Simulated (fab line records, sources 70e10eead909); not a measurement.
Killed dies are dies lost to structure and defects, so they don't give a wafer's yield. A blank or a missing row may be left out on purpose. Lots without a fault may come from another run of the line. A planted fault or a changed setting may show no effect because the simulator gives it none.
A struck lot beside a sound one | flow nand_harc | 14 steps out of a route of 1159
Sound: wafers L239.3, L239.5, L239.6. Struck: wafer L258.2. (L258.3, L258.5 of the same lot were not struck and are left out.) The cause comes at the end.
At each step with rows: each side's tool, then ch and its chambers, then its first start. Under that, the readings that differ: sound wafers | struck wafers | difference of the means | sigmas: that difference in standard deviations of wafers without a fault.
alike: readings whose means differ by less than 2 such deviations, and words and numbers that are the same on both sides. not compared: withheld readings, readings that some wafer has no value for, bounds like >300 that may hide the same value, and numbers for which the record gives no deviation and whose values overlap.
The two part at a step that has a row with sigmas, a row that says differs or no value, or rows on one side only. Numbers that don't overlap but have no deviation are shown without sigmas and don't part them. A reading that every wafer of one side lacks parts them only if that side has two wafers or more.

NHARC_A_STAIRCASE_DESCUM_11: chemistry O2, time 3 s.
  sound on rie_diel-11 ch 0,3, day 11 05:58; struck on rie_diel-09 ch 2, day 15 18:33
  alike: drypump_motor_current_A, oes_product_au, rf_vpp_V, showerhead_plenum_p_Torr, throttle_valve_pct
  not compared: rf_hours_counter_h
then, 1 step without rows for these wafers: NHARC_A_STAIRCASE_TRIM_12 (chemistry O2, time 211.2 s).
NHARC_A_STAIRCASE_ETCH_13: etches the open film in C4F8/O2, target depth 100 nm, time 40.5 s.
  sound on rie_diel-11 ch 0,1,2; struck on rie_diel-09 ch 0
  alike: oes_product_au, rf_vpp_V
  not compared: rf_hours_counter_h
NHARC_A_STAIRCASE_TRIM_14: chemistry O2, time 211.2 s.
  sound on rie_diel-11 ch 0,2,3; struck on rie_diel-09 ch 2
  alike: drypump_motor_current_A, oes_product_au, rf_vpp_V, run_length_s, showerhead_plenum_p_Torr, throttle_valve_pct
  not compared: rf_hours_counter_h
then, 1 step without rows for these wafers: NHARC_A_STAIRCASE_ETCH_15 (etches the open film in C4F8/O2, target depth 100 nm, time 40.5 s).
NHARC_A_STAIRCASE_TRIM_16: chemistry O2, time 211.2 s.
  sound on rie_diel-11 ch 0,2,3; struck on rie_diel-09 ch 3
  reading                         | sound             | struck | difference | sigmas
  oes_product_au (a.u.)           | 0.982 0.998 0.972 | 1.013  | +0.029     | +3
  showerhead_plenum_p_Torr (Torr) | 3.80 3.63 3.80    | 3.31   | -0.43      | -3
  alike: drypump_motor_current_A, rf_vpp_V, run_length_s, throttle_valve_pct
  not compared: rf_hours_counter_h
then, 5 steps without rows for these wafers: NHARC_A_STAIRCASE_ETCH_17 (etches the open film in C4F8/O2, target depth 100 nm, time 40.5 s); NHARC_A_STAIRCASE_TRIM_18 (chemistry O2, time 211.2 s); NHARC_A_STAIRCASE_ETCH_19 (etches the open film in C4F8/O2, target depth 100 nm, time 40.5 s); NHARC_A_STAIRCASE_TRIM_20 (chemistry O2, time 211.2 s); NHARC_A_STAIRCASE_ETCH_21 (etches the open film in C4F8/O2, target depth 100 nm, time 40.5 s).
NHARC_A_STAIRCASE_TRIM_22: chemistry O2, time 211.2 s.
  sound on rie_diel-11 ch 1,2, day 11 09:41; struck on rie_diel-11 ch 2, day 15 22:16
  reading          | sound             | struck | difference | sigmas
  run_length_s (s) | 232.5 233.6 232.3 | 163.9  | -68.9      | -99 or more
  alike: drypump_motor_current_A, oes_product_au, rf_vpp_V, showerhead_plenum_p_Torr, throttle_valve_pct
  not compared: rf_hours_counter_h
NHARC_A_STAIRCASE_ETCH_23: etches the open film in C4F8/O2, target depth 100 nm, time 40.5 s.
  sound on rie_diel-11 ch 0,1,2; struck on rie_diel-11 ch 1
  reading      | sound       | struck | difference | sigmas
  rf_vpp_V (V) | 907 907 891 | 888    | -14        | -2
  alike: oes_product_au
  not compared: rf_hours_counter_h
-- the record jumps here: 9 days lie between the struck wafers' starts before and after (it left off in module A_STAIRCASE and takes up again in module END, whose first step shown is number 1159 of the route) --
NHARC_END_SORT_01:
  sound on prober-02 ch 0, day 20 06:54; struck on prober-01 ch 0, day 24 11:49
  reading             | sound    | struck | difference | sigmas
  killed_at_array     | 16 15 20 | 46     | +29        | +3
  killed_at_periphery | 7 8 11   | 2      | -7         | -3
  killed_dies         | 23 23 31 | 48     | +22        | +2
  killed_short        | 2 0 4    | 5      | +3         | +2
  alike: killed_at_other, killed_open

WHERE THEY PART
First at NHARC_A_STAIRCASE_TRIM_16; last, within this record, at NHARC_END_SORT_01.

WHY: what the simulator had put in
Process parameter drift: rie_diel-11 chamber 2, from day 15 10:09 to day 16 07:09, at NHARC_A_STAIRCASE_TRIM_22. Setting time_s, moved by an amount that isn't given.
